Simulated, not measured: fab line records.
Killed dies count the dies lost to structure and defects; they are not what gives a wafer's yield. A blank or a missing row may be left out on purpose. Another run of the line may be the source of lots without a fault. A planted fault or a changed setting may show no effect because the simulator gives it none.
fab line records	flow n5Finfet
record: lots: 6	wafers: 18	lastDay: 18
route steps=1938 shown BEOL_M15@1797
lots that met no fault: taken from a fault-free run of the same line
startH: hours from the record's first day to the start of the lot's first wafer shown	waitH: how many hours have passed since the lot's step before this one	" the same as in the row above	L1.1+2: one row covering several wafers at once	- no value, or no start given	* or withheld: withheld	< > ~ a bound
route shown NAME@n: names a module that has steps shown in the file, with the first one's number in the route	usual: the fault-free wafers' mean and standard deviation	same: alike in all rows	chamber/n: place in a boat	sites: readings site by site	_std_site: standard deviation across them	_edge_site: the outer-site mean with the inner-site mean subtracted	radiusMm: how far each site lies from the wafer's centre	mask NAME#n: copy n	behind: tool/chamber where the wafer was last shaped	hold: what put the lot on hold/how long, in hours/how the hold closed	device: the transistor (n, p or np) that didn't switch	end of line: at the end of the route, the tests of the same wafers	for a step that has no rows: nothing shown but its recipe	killed: the dies lost at the first sort to structure and to defects; this is not the yield of the wafer	map: a wafer's dies, x killed, . not, _ none there
set.NAME: setting as actually run; set.NAME@STEP: the setting as run at that earlier step	model.NAME: the simulator's own value behind a step, which no gauge read
lots seen at some steps along the route; tables by step, rows by wafer
services: the hour from which a tool's chamber was out of use, counted from the record's first day as startH (under 0 if before that day), plus the number of hours and why
== steps ==
step: N5_BEOL_M15_COAT_22
recipe: spinRpm: 1704	resistThkNm: 800
step: N5_BEOL_M15_EBR_24
recipe: solvent: PGMEA	ebrWidthMm: 1.5
step: N5_BEOL_M15_SOFTBAKE_23
recipe: tempC: 130	timeS: 60
step: N5_BEOL_M15_EXPOSE_25
recipe: maskId: M15	na: 0.8	sourceShape: annular	sigmaInner: 0.5	sigmaOuter: 0.8	polarization: unpolarized	targetCdNm: 400	doseMj: 35.5
step: N5_BEOL_M15_PEB_26
recipe: pebTempC: 130	pebTimeS: 90
step: N5_BEOL_M15_DEVELOP_27
recipe: developTimeS: 45	rinseLiquid: diw	dry: airSpin	devTempC: 21
step: N5_BEOL_M15_HARDBAKE_32
recipe: tempC: 130	timeS: 120
step: N5_BEOL_M15_CD_MEAS_28
recipe: targetCdNm: 407.6	landingEnergyEv: 500	detector: seInlens
usual: cdNm: 408.6/1.6
lot.wafer	tool	chamber	startH	waitH	cdNm
L292.3	cdSem-01	0	312.89	-	410.5
L292.5	"	0	"	"	411.5
L292.6	"	0	"	"	410.9
L299.1	cdSem-01	0	361.27	-	409.6
L299.3	"	0	"	"	410.6
L299.6	"	0	"	"	410.1
L303.1	cdSem-03	0	365.43	-	409.2
L303.3	"	0	"	"	410.0
L303.5	"	0	"	"	410.4
L300.2	cdSem-01	0	368.40	-	406.4
L300.4	"	0	"	"	407.4
L300.6	"	0	"	"	406.7
L302.4	cdSem-02	0	368.88	-	409.2
L302.5	"	0	"	"	408.8
L302.6	"	0	"	"	410.9
L306.2	cdSem-01	0	415.57	-	408.5
L306.3	"	0	"	"	407.4
L306.6	"	0	"	"	405.6
step: N5_BEOL_M15_OVL_MEAS_29
recipe: pointsPerWafer: 44
usual: M15_OVL: 1/6.1
lot.wafer	tool	chamber	startH	waitH	M15_OVL[nm]
L292.3	overlay-01	0	312.92	0.0	6
L292.5	"	0	"	"	-1
L292.6	"	0	"	"	-5
L299.1	overlay-02	0	361.30	0.0	0
L299.3	"	0	"	"	-2
L299.6	"	0	"	"	-6
L303.1	overlay-01	0	365.46	0.0	3
L303.3	"	0	"	"	1
L303.5	"	0	"	"	1
L300.2	overlay-02	0	368.43	0.0	-8
L300.4	"	0	"	"	-8
L300.6	"	0	"	"	-7
L302.4	overlay-01	0	368.91	0.0	-2
L302.5	"	0	"	"	-2
L302.6	"	0	"	"	-3
L306.2	overlay-02	0	415.60	0.0	2
L306.3	"	0	"	"	4
L306.6	"	0	"	"	3
step: N5_BEOL_M15_INSPECT_30
recipe: mode: adi	inspectInstrument: macro
usual: rawDefectCount: 2.0/1.4
lot.wafer	tool	chamber	startH	waitH	rawDefectCount
L292.3	defectInspect-02	-	312.94	0.0	3
L292.5	"	-	"	"	2
L292.6	"	-	"	"	3
L299.1	defectInspect-01	-	361.33	0.0	1
L299.3	"	-	"	"	3
L299.6	"	-	"	"	2
L303.1	defectInspect-02	-	365.48	0.0	2
L303.3	"	-	"	"	1
L303.5	"	-	"	"	2
L300.2	defectInspect-02	-	368.45	0.0	2
L300.4	"	-	"	"	2
L300.6	"	-	"	"	2
L302.4	defectInspect-01	-	368.93	0.0	1
L302.5	"	-	"	"	1
L302.6	"	-	"	"	1
L306.2	defectInspect-01	-	415.62	0.0	2
L306.3	"	-	"	"	2
L306.6	"	-	"	"	3
step: N5_BEOL_M15_DESCUM_33
recipe: chemistry: O2	timeS: 7.9	sourcePowerW: 50	biasPowerW: 20	pressureMtorr: 20	rfFrequencyHz: 2.712e+07	tempC: 40	o2FlowSccm: 225
step: N5_BEOL_M15_ETCH_61
recipe: chemistry: N2/H2	target: BARC	targetDepthA: 890	overetchA: 267	timeS: 67.9	ionEnergyEv: 200	pressureMtorr: 30	sourceW: 840	biasW: 150	n2FlowSccm: 200	h2FlowSccm: 200
usual: drypumpMotorCurrentA: 5.9/0.57	oesProductAu: 0.69/0.071	rfFwdPowerW: 832.4/2.9	rfVppV: 523.7/2.2	showerheadPlenumPTorr: 2.54/0.072	throttleValvePct: 17.82/0.22
same: timeS: 67.9
lot.wafer	tool	chamber	startH	waitH	drypumpMotorCurrentA	oesProductAu	rfFwdPowerW	rfHoursCounterH	rfVppV	showerheadPlenumPTorr	throttleValvePct
L292.3	rieDiel-06	0	313.24	0.0	6.2	0.63	831.7	206	520.0	2.40	18.04
L292.5	"	2	"	"	5.0	0.72	832.8	-	521.9	2.48	17.52
L292.6	"	0	"	"	6.2	0.63	830.3	-	519.0	2.40	18.04
L299.1	rieDiel-01	3	361.66	0.0	5.9	0.61	827.3	237	519.2	2.42	18.19
L299.3	"	0	"	"	5.2	0.62	825.5	200	522.5	2.52	18.22
L299.6	"	3	"	"	5.9	0.61	831.5	-	519.8	2.42	18.18
L303.1	rieDiel-01	2	366.91	0.0	6.0	0.64	836.0	145	524.4	2.53	17.95
L303.3	"	3	"	"	5.9	0.61	831.2	239	519.6	2.42	18.18
L303.5	"	2	"	"	6.0	0.64	835.1	-	525.1	2.53	17.94
L300.2	rieDiel-06	2	369.36	0.0	4.9	0.69	835.5	90	520.5	2.47	17.55
L300.4	"	3	"	"	5.7	0.64	836.8	162	527.8	2.63	17.82
L300.6	"	2	"	"	5.0	0.70	835.5	-	521.7	2.47	17.55
L302.4	rieDiel-01	0	369.98	0.0	5.2	0.61	827.6	-	523.8	2.52	18.22
L302.5	"	2	"	"	6.0	0.64	830.4	-	523.7	2.53	17.94
L302.6	"	3	"	"	5.9	0.61	833.4	-	519.8	2.42	18.20
L306.2	rieDiel-03	0	415.69	0.0	6.5	0.73	832.8	64	524.7	2.59	17.74
L306.3	"	1	"	"	5.7	0.70	829.6	90	525.3	2.57	17.79
L306.6	"	1	"	"	5.7	0.70	825.4	-	524.0	2.57	17.80
step: N5_BEOL_M15_TRENCH_ETCH_34
recipe: chemistry: C4F8/O2/Ar	target: SiO2	targetDepthA: 8729.3	heInnerTorr: 15	heOuterTorr: 30	timeS: 199	ionEnergyEv: 800	pressureMtorr: 20	sourceW: 1905	biasW: 2040	Ar_flow_sccm: 400	C4F8_flow_sccm: 16	O2_flow_sccm: 12
usual: drypumpMotorCurrentA: 5.9/0.57	oes_o_777_au: 0.81/0.084	oesProductAu: 0.81/0.088	rfFwdPowerW: 1900/6.8	rfVppV: 2221/43	showerheadPlenumPTorr: 3.43/0.083	throttleValvePct: 30.83/0.26
same: timeS: 199
lot.wafer	tool	chamber	startH	waitH	drypumpMotorCurrentA	oes_o_777_au	oesProductAu	rfFwdPowerW	rfHoursCounterH	rfVppV	showerheadPlenumPTorr	throttleValvePct	model.etch.depthNm	model.coat_of_BEOL_M15_COAT_22.thkNm	model.BEOL_M15.cdNm
L292.3	rieDiel-06	0	313.29	0.0	6.2	0.73	0.72	1891	206	2229	3.28	31.06	845.6	551.6	404
L292.5	"	2	"	"	4.9	0.84	0.85	1902	-	2247	3.35	30.53	885.5	540	404.4
L292.6	"	0	"	"	6.2	0.73	0.72	1894	-	2228	3.28	31.07	851	552	404
L299.1	rieDiel-01	3	361.71	0.0	5.9	0.72	0.69	1891	237	2179	3.26	31.02	833.4	556.8	400.8
L299.3	"	0	"	"	5.2	0.74	0.73	1897	200	2188	3.42	31.37	890.9	540	401.8
L299.6	"	3	"	"	5.9	0.71	0.70	1896	-	2180	3.26	31.03	838.9	552.4	401
L303.1	rieDiel-01	2	366.96	0.0	6.0	0.75	0.75	1902	145	2185	3.47	31.22	888.4	538	402.2
L303.3	"	3	"	"	5.9	0.72	0.87	1909	239	2178	3.26	31.32	1173	483.6	404
L303.5	"	2	"	"	6.0	0.75	0.75	1900	-	2185	3.47	31.22	890.9	537.2	403.6
L300.2	rieDiel-06	2	369.41	0.0	5.0	0.82	0.83	1897	90	2245	3.34	30.54	890	539.4	398.2
L300.4	"	3	"	"	5.7	0.74	0.75	1905	162	2323	3.55	30.71	883.9	539.8	398.2
L300.6	"	2	"	"	4.9	0.82	0.83	1911	-	2246	3.34	30.55	893.1	535.2	399.2
L302.4	rieDiel-01	0	370.08	0.1	5.2	0.73	0.73	1896	-	2186	3.42	31.38	889.7	541.8	401
L302.5	"	2	"	"	6.0	0.75	0.75	1898	-	2186	3.47	31.21	880.1	544.4	402.6
L302.6	"	3	"	"	5.9	0.71	0.87	1904	-	2179	3.26	31.30	1165	484.8	405.2
L306.2	rieDiel-03	0	415.74	0.0	6.5	0.86	0.86	1892	64	2280	3.47	30.53	886.5	537.8	401.8
L306.3	"	1	"	"	5.7	0.81	0.81	1907	90	2191	3.46	30.66	866.7	543.8	399.8
L306.6	"	1	"	"	5.7	0.82	0.82	1902	-	2191	3.46	30.67	879.7	541	398.6
step: N5_BEOL_M15_STRIP_36
recipe: chemistry: O2	powerW: 600	tempC: 60	pressureMtorr: 30	rfFrequencyHz: 6e+07	biasPowerW: 0	overashFraction: 0.3	o2FlowSccm: 225
step: N5_BEOL_M15_STRIP_62
recipe: chemistry: O2	powerW: 600	tempC: 60	pressureMtorr: 30	rfFrequencyHz: 6e+07	biasPowerW: 0	overashFraction: 0.3	o2FlowSccm: 225
step: N5_BEOL_M15_STRIP_37
recipe: chemistry: O2	powerW: 600	tempC: 60	pressureMtorr: 30	rfFrequencyHz: 6e+07	biasPowerW: 0	overashFraction: 0.3	o2FlowSccm: 225
step: N5_BEOL_M15_ETCH_38
recipe: chemistry: CF4/N2	target: SiCN	targetDepthA: 1064	taperDeg: 2	timeS: 120.5	ionEnergyEv: 150	maskMaterial: SiO2	pressureMtorr: 40	sourceW: 430	biasW: 70	Ar_flow_sccm: 100	cf4FlowSccm: 60	n2FlowSccm: 60
step: N5_BEOL_M15_PRECLEAN_39
recipe: chemistry: residueRemover	timeS: 60	tempC: 40
step: N5_BEOL_M15_SRD_40
recipe: timeS: 30	tempC: 23	rinseLiquid: diw	dry: n2Spin	spinRpm: 1500	dryTimeS: 30
step: N5_BEOL_M15_DEGAS_41
recipe: ambient: vacuum	tempC: 300	timeS: 60
step: N5_BEOL_M15_PRE_CLEAN_42
recipe: gas: H2/He	timeS: 30	tempC: 300
usual: heaterPowerW: 465/47
same: timeS: 30
lot.wafer	tool	chamber	startH	waitH	heaterPowerW
L292.3	pvdSputter-03	-	313.97	0.0	428
L292.5	"	-	"	"	493
L292.6	"	-	"	"	533
L299.1	pvdSputter-02	-	362.96	0.0	460
L299.3	"	-	"	"	436
L299.6	"	-	"	"	562
L303.1	pvdSputter-02	-	371.09	0.0	462
L303.3	"	-	"	"	454
L303.5	"	-	"	"	444
L300.2	pvdSputter-02	-	373.19	0.0	457
L300.4	"	-	"	"	447
L300.6	"	-	"	"	449
L302.4	pvdSputter-03	-	377.23	0.0	495
L302.5	"	-	"	"	423
L302.6	"	-	"	"	520
L306.2	pvdSputter-01	-	419.19	0.0	396
L306.3	"	-	"	"	489
L306.6	"	-	"	"	494
step: N5_BEOL_M15_SPUTTER_43
recipe: material: TaN	targetThkA: 150	tempC: 50	biasV: 168.6	powerW: 15000	chamberPressurePa: 0.12	timeS: 24.19
usual: throttleValvePct: 30.1/0.7
same: timeS: 24.19
lot.wafer	tool	chamber	startH	waitH	throttleValvePct
L292.3	pvdSputter-03	-	314.01	0.0	30.7
L292.5	"	-	"	"	28.7
L292.6	"	-	"	"	29.5
L299.1	pvdSputter-02	-	363.00	0.0	29.7
L299.3	"	-	"	"	30.5
L299.6	"	-	"	"	30.2
L303.1	pvdSputter-02	-	371.13	0.0	29.9
L303.3	"	-	"	"	30.7
L303.5	"	-	"	"	30.6
L300.2	pvdSputter-02	-	373.23	0.0	29.7
L300.4	"	-	"	"	30.8
L300.6	"	-	"	"	30.8
L302.4	pvdSputter-03	-	377.27	0.0	28.7
L302.5	"	-	"	"	30.6
L302.6	"	-	"	"	29.4
L306.2	pvdSputter-01	-	419.23	0.0	30.6
L306.3	"	-	"	"	30.8
L306.6	"	-	"	"	30.7
step: N5_BEOL_M15_SPUTTER_44
recipe: material: Ta	targetThkA: 150	tempC: 50	biasV: 80	powerW: 15000	chamberPressurePa: 0.07	timeS: 24.19
usual: throttleValvePct: 30.1/0.72
same: timeS: 24.19
lot.wafer	tool	chamber	startH	waitH	throttleValvePct
L292.3	pvdSputter-03	-	314.09	0.0	30.8
L292.5	"	-	"	"	28.9
L292.6	"	-	"	"	29.2
L299.1	pvdSputter-02	-	363.08	0.0	29.7
L299.3	"	-	"	"	30.5
L299.6	"	-	"	"	30.0
L303.1	pvdSputter-02	-	371.21	0.0	29.7
L303.3	"	-	"	"	30.6
L303.5	"	-	"	"	30.8
L300.2	pvdSputter-02	-	373.31	0.0	29.8
L300.4	"	-	"	"	30.7
L300.6	"	-	"	"	30.9
L302.4	pvdSputter-03	-	377.35	0.0	28.5
L302.5	"	-	"	"	30.6
L302.6	"	-	"	"	29.3
L306.2	pvdSputter-01	-	419.31	0.0	30.9
L306.3	"	-	"	"	30.5
L306.6	"	-	"	"	30.6
step: N5_BEOL_M15_SPUTTER_45
recipe: material: Cu	targetThkA: 1000	tempC: -20	biasV: 60	powerW: 26000	chamberPressurePa: 0.13	timeS: 16.67
step: N5_BEOL_M15_ECD_47
recipe: material: Cu	targetThkA: 18600
step: N5_BEOL_M15_ANNEAL_48
recipe: tempC: 225	timeS: 90	ambient: N2
step: N5_BEOL_M15_CMP_49
recipe: stopOn: SiO2	tOverpolishS: 4.9	downForcePsi: 2	platenRpm: 80	clearingPlatenDownForcePsi: 2	clearingPlatenRpm: 80	postCmpClean: cuAlkaline	targetThkNm: 850	clearingPlatenPadVelocityMS: 1.5917	padVelocityMS: 1.5917
usual: clearingPlatenDownForcePsi: 2.000/0.004	motorCurrentA: 8.2/0.73
lot.wafer	tool	chamber	startH	waitH	clearingPlatenDownForcePsi	motorCurrentA	model.Cu_of_BEOL_M15_ECD_47.thkNm
L292.3	cmp-04	2	315.62	0.3	1.997	8.7	821.8
L292.5	"	2	"	"	2.001	8.7	862.2
L292.6	"	3	"	"	1.996	8.4	830
L299.3	cmp-01	0	363.86	0.2	1.997	9.2	866.8
L299.1	"	2	"	"	2.003	8.6	809.2
L299.6	"	3	"	"	2.005	9.1	815.8
L303.1	cmp-04	1	371.98	0.3	1.999	7.4	865.4
L303.3	"	0	"	"	2.003	7.8	1151
L303.5	"	1	"	"	2.005	7.3	868.8
L300.4	cmp-03	1	374.09	0.2	2.005	6.8	861.4
L300.2	"	2	"	"	2.001	9.9	866.2
L300.6	"	1	"	"	2.002	6.7	869.4
L302.4	cmp-04	1	378.17	0.2	1.994	8.0	865.6
L302.5	"	3	"	"	2.000	9.0	856.6
L302.6	"	0	"	"	1.997	7.3	1142
L306.3	cmp-01	1	420.14	0.3	2.001	7.2	845.2
L306.2	"	2	"	"	1.997	8.3	862.6
L306.6	"	3	"	"	1.998	8.8	856.6
step: N5_BEOL_M15_THK_MEAS_50
recipe: thkMeasGauge: xrf	reads: Cu_of_BEOL_M15_ECD_47
usual: M15_THK: 869/24
lot.wafer	tool	chamber	startH	waitH	M15_THK[nm]
L292.3	filmMetro-02	-	315.92	-	829
L292.5	"	-	"	"	873
L292.6	"	-	"	"	840
L299.1	filmMetro-01	-	364.11	-	829
L299.3	"	-	"	"	894
L299.6	"	-	"	"	839
L303.1	filmMetro-01	-	372.27	-	887
L303.3	"	-	"	"	1187
L303.5	"	-	"	"	891
L300.2	filmMetro-01	-	374.36	0.2	893
L300.4	"	-	"	"	886
L300.6	"	-	"	"	895
L302.4	filmMetro-02	-	378.39	-	872
L302.5	"	-	"	"	867
L302.6	"	-	"	"	1153
L306.2	filmMetro-01	-	420.36	-	879
L306.3	"	-	"	"	862
L306.6	"	-	"	"	872
step: N5_BEOL_M15_PRE_CLEAN_52
recipe: gas: NH3	timeS: 15	tempC: withheld	rfPowerW: 300
step: N5_BEOL_M15_DEP_53
recipe: material: SiCN	targetThkA: 500	tempC: withheld	precursor: 3MS/NH3	pressureTorr: 3	rfW: 675	timeS: 17.8
usual: chamberPressureTorr: 2.999/0.0062	rfFwdPowerW: 667.6/2.9	showerheadPlenumPTorr: 4.153/0.018	throttleValvePct: 18.0/0.94
same: timeS: 17.8
lot.wafer	tool	chamber	startH	waitH	chamberPressureTorr	rfFwdPowerW	showerheadPlenumPTorr	throttleValvePct
L292.3	pecvd-03	1	315.98	0.0	2.984	665.5	4.127	18.5
L292.5	"	0	"	"	2.992	665.0	4.146	17.7
L292.6	"	1	"	"	2.991	665.5	4.135	18.2
L299.1	pecvd-02	0	364.17	0.0	3.011	669.8	4.132	19.6
L299.3	"	2	"	"	2.993	664.9	4.154	17.3
L299.6	"	0	"	"	3.009	671.0	4.153	19.5
L303.1	pecvd-04	2	372.34	0.0	2.988	666.0	4.174	17.0
L303.3	"	0	"	"	2.986	664.0	4.163	19.6
L303.5	"	0	"	"	2.998	664.5	4.168	19.6
L300.2	pecvd-04	0	374.42	0.0	2.997	662.7	4.166	19.5
L300.4	"	1	"	"	2.995	666.2	4.137	17.9
L300.6	"	0	"	"	3.004	664.7	4.163	19.3
L302.4	pecvd-03	0	378.46	0.0	3.001	670.1	4.133	17.5
L302.5	"	1	"	"	2.995	667.0	4.137	18.2
L302.6	"	2	"	"	2.997	664.4	4.160	17.1
L306.2	pecvd-02	1	420.42	0.0	3.004	667.7	4.182	19.1
L306.3	"	0	"	"	3.002	666.2	4.140	19.6
L306.6	"	0	"	"	3.004	669.1	4.151	19.4
step: N5_BEOL_M15_RS_MEAS_54
recipe: thkMeasGauge: four-point-probe	reads: Cu_of_BEOL_M15_ECD_47+Ta_of_BEOL_M15_SPUTTER_44+TaN_of_BEOL_M15_SPUTTER_43
usual: M15_RS: 0.0215/0.00048
lot.wafer	tool	chamber	startH	waitH	M15_RS[ohm/sq]
L292.3	filmMetro-02	-	316.05	0.1	0.0223
L292.5	"	-	"	"	0.0212
L292.6	"	-	"	"	0.0221
L299.1	filmMetro-01	-	364.24	0.0	0.0227
L299.3	"	-	"	"	0.0211
L299.6	"	-	"	"	0.0225
L303.1	filmMetro-01	-	372.40	0.0	0.0212
L303.3	"	-	"	"	0.0159
L303.5	"	-	"	"	0.0211
L300.2	filmMetro-02	-	374.49	0.1	0.0212
L300.4	"	-	"	"	0.0213
L300.6	"	-	"	"	0.0210
L302.4	filmMetro-01	-	378.52	0.0	0.0212
L302.5	"	-	"	"	0.0214
L302.6	"	-	"	"	0.0160
L306.2	filmMetro-01	-	420.49	0.1	0.0213
L306.3	"	-	"	"	0.0217
L306.6	"	-	"	"	0.0214
step: N5_BEOL_M15_INSPECT_55
recipe: inspectInstrument: darkfield	mode: postDep
usual: rawDefectCount: 74/24
lot.wafer	tool	chamber	startH	waitH	rawDefectCount
L292.3	defectInspect-01	-	316.07	0.0	37
L292.5	"	-	"	"	62
L292.6	"	-	"	"	68
L299.1	defectInspect-02	-	364.27	0.0	53
L299.3	"	-	"	"	74
L299.6	"	-	"	"	45
L303.1	defectInspect-01	-	372.43	0.0	90
L303.3	"	-	"	"	93
L303.5	"	-	"	"	117
L300.2	defectInspect-01	-	374.51	0.0	78
L300.4	"	-	"	"	88
L300.6	"	-	"	"	78
L302.4	defectInspect-01	-	378.54	0.0	53
L302.5	"	-	"	"	103
L302.6	"	-	"	"	77
L306.2	defectInspect-01	-	420.52	0.0	57
L306.3	"	-	"	"	40
L306.6	"	-	"	"	83
== services ==
tool	chamber	startH	hours	kind
rieDiel-06	1	290.13	8.6	repair
rieDiel-01	-	294.76	1.2	repair
pecvd-02	0	302.60	6.9	repair
cmp-03	-	310.97	5.6	repair
cmp-01	-	313.93	3.7	pm
cmp-04	-	317.84	4.0	pm
pvdSputter-01	-	336.32	11.7	repair
cmp-03	-	336.76	1.6	repair
pecvd-02	-	336.80	1.3	repair
pecvd-03	1	339.16	4.0	repair
pvdSputter-02	-	357.05	3.6	repair
rieDiel-03	-	357.61	13.2	repair
rieDiel-01	1	363.69	-	clean
rieDiel-01	1	363.69	-	consumableReplace:focusRing
rieDiel-01	1	363.69	20.8	scheduledDown
rieDiel-06	-	363.75	0.3	repair
cmp-03	-	365.78	4.1	pm
pecvd-02	-	367.45	6.0	pm
pvdSputter-03	-	367.80	5.5	repair
cmp-03	-	371.77	0.7	repair
cmp-01	-	372.70	2.4	repair
cmp-03	-	375.38	18.0	repair
cmp-03	-	398.66	0.8	repair
pvdSputter-03	-	412.75	5.3	repair
== key ==
firstSign: step: N5_BEOL_M15_THK_MEAS_50	reading: M15_THK	direction: up	sigmas: 13	usual: 869	struck: 1170
effect: step: N5_BEOL_M15_RS_MEAS_54	reading: M15_RS	direction: down	sigmas: 12	usual: 0.0215	struck: 0.0159
modelEffect: step: N5_BEOL_M15_TRENCH_ETCH_34	value: etch.depthNm	without: 836.2	struck: 1169
modelEffect: step: N5_BEOL_M15_CMP_49	value: Cu_of_BEOL_M15_ECD_47.thkNm	without: 813.7	struck: 1146
metAt N5_BEOL_M15_TRENCH_ETCH_34
struckWafers L302.6,L303.3
onsetBetween 361.71 366.96
fault: kind: processParameterDrift	tool: rieDiel-01	chamber: 3	onsetH: 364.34	steps: N5_BEOL_M15_TRENCH_ETCH_34	channel: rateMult	offset: 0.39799	shape: step	endH: 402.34
